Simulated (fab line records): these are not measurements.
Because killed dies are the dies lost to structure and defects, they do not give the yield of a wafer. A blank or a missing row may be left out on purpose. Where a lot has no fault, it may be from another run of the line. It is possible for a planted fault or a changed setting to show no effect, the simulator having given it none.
Tool commonality check :: flow nand harc :: 4 lots and 12 wafers in the sample

== WHY IT WAS OPENED ==
On 2 of the 4 lots, a flag is raised at NHARC_END_SORT_01 on the reading killed at array. No-fault wafers: 30, standard deviation 10.
Rule: a lot is flagged when every wafer of it that has a number lies more than 4 standard deviations from that mean, or none has a number. The other lots count as sound.

lot: L213
measured: day 21 01:56
on: prober-02
killed at array, wafer by wafer: 674 677 673
flag: FLAGGED

lot: L212
measured: day 21 02:38
on: prober-01
killed at array, wafer by wafer: 25 27 24
flag: 

lot: L214
measured: day 21 22:35
on: prober-02
killed at array, wafer by wafer: 675 675 673
flag: FLAGGED

lot: L216
measured: day 22 00:08
on: prober-01
killed at array, wafer by wafer: 18 19 25
flag: 
The mean of the flagged lots' numbers is 674, +644 from the usual (+64 standard deviations).

== LOT BY LOT: THE TOOL USED ==
The record holds 4 process steps before the reading, out of a route of 1159 steps. Read each cell as the tool, then ch plus the chambers that the sampled wafers visited, then the start.
lot: L213
flag: FLAGGED
NHARC_A_CONTACT_ETCH_134: har cap etch-03 ch 0, day 19 00:34
NHARC_A_CONTACT_ETCH_137: har cap etch-03 ch 0, day 19 00:59
NHARC_A_CONTACT_ETCH_139: har cap etch-03 ch 0, day 19 01:15
NHARC_A_CONTACT_ALD_18: ald metal-01 ch 1,2, day 19 02:51

lot: L212
flag: 
NHARC_A_CONTACT_ETCH_134: har cap etch-01 ch 0,1, day 18 21:33
NHARC_A_CONTACT_ETCH_137: har cap etch-01 ch 0,1, day 18 21:59
NHARC_A_CONTACT_ETCH_139: har cap etch-01 ch 0,1, day 18 22:15
NHARC_A_CONTACT_ALD_18: ald metal-01 ch 0,1,2, day 18 23:49

lot: L214
flag: FLAGGED
NHARC_A_CONTACT_ETCH_134: har cap etch-03 ch 0,1, day 19 09:34
NHARC_A_CONTACT_ETCH_137: har cap etch-03 ch 0,1, day 19 09:59
NHARC_A_CONTACT_ETCH_139: har cap etch-03 ch 0,1, day 19 10:15
NHARC_A_CONTACT_ALD_18: ald metal-01 ch 0,2, day 19 11:47

lot: L216
flag: 
NHARC_A_CONTACT_ETCH_134: har cap etch-02 ch 0,1, day 19 12:34
NHARC_A_CONTACT_ETCH_137: har cap etch-02 ch 0,1, day 19 12:59
NHARC_A_CONTACT_ETCH_139: har cap etch-02 ch 0,1, day 19 13:16
NHARC_A_CONTACT_ALD_18: ald metal-04 ch 2,3, day 19 14:44
These steps, and what they do:
- NHARC_A_CONTACT_ETCH_134: etches the open film in C4F8/O2/Ar, time 140 s, target depth 700 nm.
- NHARC_A_CONTACT_ETCH_137: etches the open film in C4F8/O2/Ar, time 132 s, target depth 1287 nm.
- NHARC_A_CONTACT_ETCH_139: etches the open film in C4F8/O2/Ar, time 137 s, target depth 590 nm.
- NHARC_A_CONTACT_ALD_18: deposits TiN, target thk 3 nm, pulse time 1 s, ald cycles 150.
- NHARC_END_SORT_01

== FLAGGED AGAINST TOTAL, ONE TOOL AT A TIME (gauges that did the reading follow at the end) ==
step: NHARC_A_CONTACT_ETCH_134
tool: har cap etch-01
lots run: 1
flagged: 0
share of the flagged lots: none
sound lots run after its first flagged lot: -

step: NHARC_A_CONTACT_ETCH_134
tool: har cap etch-02
lots run: 1
flagged: 0
share of the flagged lots: none
sound lots run after its first flagged lot: -

step: NHARC_A_CONTACT_ETCH_134
tool: har cap etch-03
lots run: 2
flagged: 2
share of the flagged lots: all
sound lots run after its first flagged lot: 0

step: NHARC_A_CONTACT_ETCH_137
tool: har cap etch-01
lots run: 1
flagged: 0
share of the flagged lots: none
sound lots run after its first flagged lot: -

step: NHARC_A_CONTACT_ETCH_137
tool: har cap etch-02
lots run: 1
flagged: 0
share of the flagged lots: none
sound lots run after its first flagged lot: -

step: NHARC_A_CONTACT_ETCH_137
tool: har cap etch-03
lots run: 2
flagged: 2
share of the flagged lots: all
sound lots run after its first flagged lot: 0

step: NHARC_A_CONTACT_ETCH_139
tool: har cap etch-01
lots run: 1
flagged: 0
share of the flagged lots: none
sound lots run after its first flagged lot: -

step: NHARC_A_CONTACT_ETCH_139
tool: har cap etch-02
lots run: 1
flagged: 0
share of the flagged lots: none
sound lots run after its first flagged lot: -

step: NHARC_A_CONTACT_ETCH_139
tool: har cap etch-03
lots run: 2
flagged: 2
share of the flagged lots: all
sound lots run after its first flagged lot: 0

step: NHARC_A_CONTACT_ALD_18
tool: ald metal-01
lots run: 3
flagged: 2
share of the flagged lots: all
sound lots run after its first flagged lot: 0

step: NHARC_A_CONTACT_ALD_18
tool: ald metal-04
lots run: 1
flagged: 0
share of the flagged lots: none
sound lots run after its first flagged lot: -

step: NHARC_END_SORT_01
tool: prober-01
lots run: 2
flagged: 0
share of the flagged lots: none
sound lots run after its first flagged lot: -

step: NHARC_END_SORT_01
tool: prober-02
lots run: 2
flagged: 2
share of the flagged lots: all
sound lots run after its first flagged lot: 0

== WHAT THE TABLE ALLOWS ==
5 rows of the table ran every flagged lot: har cap etch-03 at NHARC_A_CONTACT_ETCH_134, har cap etch-03 at NHARC_A_CONTACT_ETCH_137, har cap etch-03 at NHARC_A_CONTACT_ETCH_139, ald metal-01 at NHARC_A_CONTACT_ALD_18, prober-02 at NHARC_END_SORT_01.
- har cap etch-03 at NHARC_A_CONTACT_ETCH_134: 2 of its 2 lots flagged. With no sound lot run before its first flagged lot in this sample, there is nothing to narrow down the start.
- har cap etch-03 at NHARC_A_CONTACT_ETCH_137: 2 of its 2 lots flagged. With no sound lot run before its first flagged lot in this sample, there is nothing to narrow down the start.
- har cap etch-03 at NHARC_A_CONTACT_ETCH_139: 2 of its 2 lots flagged. With no sound lot run before its first flagged lot in this sample, there is nothing to narrow down the start.
- ald metal-01 at NHARC_A_CONTACT_ALD_18: 2 of its 3 lots flagged. Its last sound lot is L212 (day 18 23:49), its first flagged lot L213 (day 19 02:51): a fault that began between those two fits.
- prober-02 at NHARC_END_SORT_01: 2 of its 2 lots flagged. With no sound lot run before its first flagged lot in this sample, there is nothing to narrow down the start.
These 3 tools cannot be told apart by counting lots, since each of them fits a fault that started at some hour. More lots, or a look at what each step does to the wafer, might.

== WHAT HAD BEEN PUT IN BY THE SIMULATOR ==
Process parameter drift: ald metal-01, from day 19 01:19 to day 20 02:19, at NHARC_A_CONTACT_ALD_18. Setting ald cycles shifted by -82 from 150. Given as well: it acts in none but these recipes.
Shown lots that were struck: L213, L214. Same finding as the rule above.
